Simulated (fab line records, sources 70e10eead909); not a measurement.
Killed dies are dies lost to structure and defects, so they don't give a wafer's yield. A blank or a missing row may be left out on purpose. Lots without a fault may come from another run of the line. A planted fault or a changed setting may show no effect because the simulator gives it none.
Chamber matching | flow nand_harc | NHARC_A_CONTACT_ETCH_106 on rie_diel-06: 4 sister chambers
The step etches the open film in CF4/O2, target depth 60 nm, overetch 6 nm, time 33 s. 4 wafers are shown with their chamber, then 7 later ones without.

WAFERS WITH THEIR CHAMBER
wafer  | chamber | drypump_motor_current_A (A)
L856.2 | 1       | 5.7
L859.2 | 0       | 5.9
L862.1 | 2       | 6.5
L862.4 | 3       | 5.6

WAFERS WITHOUT THEIR CHAMBER
wafer  | drypump_motor_current_A (A)
L862.5 | 5.7
L863.2 | 6.5
L863.3 | 5.9
L863.6 | 5.6
L877.3 | 5.7
L877.4 | 6.0
L877.5 | 5.9

WHICH CHAMBER EACH WENT THROUGH
wafer  | from the rows above | in truth
L862.5 | 1                   | 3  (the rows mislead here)
L863.2 | 2                   | 2
L863.3 | 0                   | 0
L863.6 | 3                   | 3
L877.3 | 1                   | 1
L877.4 | 0                   | 0
L877.5 | 0                   | 0
Placed correctly: 6 of 7. Can't be placed from these rows: 0. Placed wrongly: 1.
How it was worked out, from the rows above alone: a wafer's distance from a chamber is the root of the sum, over the readings, of the square of ((its reading less the chamber's mean) divided by the reading's scatter). The wafer belongs to the nearest chamber; if the next one is less than 2 further off, it can't be placed. A chamber's mean is the mean of its shown wafers. The scatter: with one shown wafer a chamber, the root of the mean of the squares of how far each hidden wafer lies from its nearest shown one.
